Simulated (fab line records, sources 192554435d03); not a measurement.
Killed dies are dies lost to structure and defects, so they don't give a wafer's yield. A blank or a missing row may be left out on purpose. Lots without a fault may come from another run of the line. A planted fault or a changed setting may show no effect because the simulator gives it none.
Split-lot experiment | flow n5_finfet | 7 lots, 21 wafers read, on a route of 1938 steps

THE SPLIT
At N5_BEOL_M3_ILD_DEP_00 (deposits SiOC from DEMS/O2, target thk 79 nm, time 15.3 s), the setting time_s was moved away from the recipe's 15.3 s on 11 of the 21 wafers read, by -13.9% to +14.6%. The other wafers ran this setting at the recipe's value.

The file shows no step between the split and the reading.

THE READING
M3_ILD_THK, in nm, at N5_BEOL_M3_THK_MEAS_01. Fault-free wafers of this fab line usually give 79.1 nm, standard deviation 1.1 nm.

wafer  | tool, chamber at the split | time_s as run, s | against the recipe | M3_ILD_THK, nm | against lot-mates on the recipe
L074.2 | pecvd-01, 2                | 16.97            | +10.9%             | 87.8           | +8.3
L074.3 | pecvd-01, 0                | 15.3             | recipe             | 79.5           | -
L074.5 | pecvd-01, 0                | 16.97            | +10.9%             | 89.6           | +10.1
L078.2 | pecvd-04, 1                | 15.3             | recipe             | 79.9           | -
L078.4 | pecvd-04, 2                | 15.3             | recipe             | 80.1           | -
L078.5 | pecvd-04, 0                | 15.3             | recipe             | 78.8           | -
L082.1 | pecvd-03, 1                | 17.53            | +14.6%             | 89.6           | +11.8
L082.3 | pecvd-03, 0                | 15.3             | recipe             | 77.8           | -
L082.5 | pecvd-03, 2                | 17.53            | +14.6%             | 91.2           | +13.4
L088.3 | pecvd-03, 0                | 13.85            | -9.5%              | 70.4           | -8.6
L088.4 | pecvd-03, 1                | 15.3             | recipe             | 79.0           | -
L088.6 | pecvd-03, 0                | 13.85            | -9.5%              | 71.6           | -7.4
L094.1 | pecvd-01, 2                | 16.21            | +5.9%              | 83.2           | +3.0
L094.5 | pecvd-01, 1                | 15.3             | recipe             | 80.2           | -
L094.6 | pecvd-01, 2                | 16.21            | +5.9%              | 84.2           | +4.0
L095.1 | pecvd-04, 0                | 13.18            | -13.9%             | 67.8           | -12.3
L095.2 | pecvd-04, 2                | 13.18            | -13.9%             | 67.3           | -12.8
L095.4 | pecvd-04, 1                | 15.3             | recipe             | 80.1           | -
L096.4 | pecvd-01, 2                | 15.3             | recipe             | 79.5           | -
L096.5 | pecvd-01, 1                | 14.45            | -5.6%              | 74.6           | -4.7
L096.6 | pecvd-01, 0                | 15.3             | recipe             | 79.0           | -

THE FIT
A straight line over all 21 wafers: M3_ILD_THK changes by +0.822 nm for each +1% of time_s; r = +0.99; the points scatter about the line by 0.8 nm.
The same after taking each lot's own level away (the mean of its wafers on the recipe; 21 wafers): +0.856 nm for each +1%; r = +0.99; scatter 0.75 nm.
On that fit, the largest move of time_s shifts the reading by 12 nm.
The lots' own levels span 77.80 to 80.20 nm, that is 2.2 times the standard deviation above.
So the lot-to-lot level changes the slope little: the two slopes agree.
Check: with one of the wafers moved furthest among these (+14.6%) left out of the fit, the line predicts +12.4 nm for it against its lot-mates. It came out at +11.8 nm against them.

OTHER SPLITS ON THESE WAFERS
These wafers also went through other splits before the reading. Each is held against what the fit with the lots' levels taken away leaves over:
other split on the same wafers   | wafers away from the commonest value | r with M3_ILD_THK (lot level and that fit taken away)
N5_BEOL_M0_SAQP_COAT_34 spin_rpm | 4                                    | -0.06
N5_BEOL_M1_ILD_DEP_00 time_s     | 5                                    | -0.22
N5_BEOL_M1_COAT_61 spin_rpm      | 7                                    | -0.16
N5_BEOL_M2_ILD_DEP_00 time_s     | 7                                    | -0.15

THE WHOLE CHAIN: every reading that the file lists as answering this split, in the file's order
step                   | what it does                                              | reading                                                                            | change (the file's fit)               | r (the file's)
N5_BEOL_M3_ILD_DEP_00  | deposits SiOC from DEMS/O2, target thk 79 nm, time 15.3 s | SiOC_of_BEOL_M3_ILD_DEP_00.thk_nm (the simulator's own value, which no gauge read) | +0.851 nm for each +1% of the setting | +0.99
N5_BEOL_M3_THK_MEAS_01 |                                                           | M3_ILD_THK                                                                         | +0.851 for each +1% of the setting    | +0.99

THE FILE'S OWN FIT
M3_ILD_THK changes by +0.851 nm for each +1% of time_s, r = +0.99.
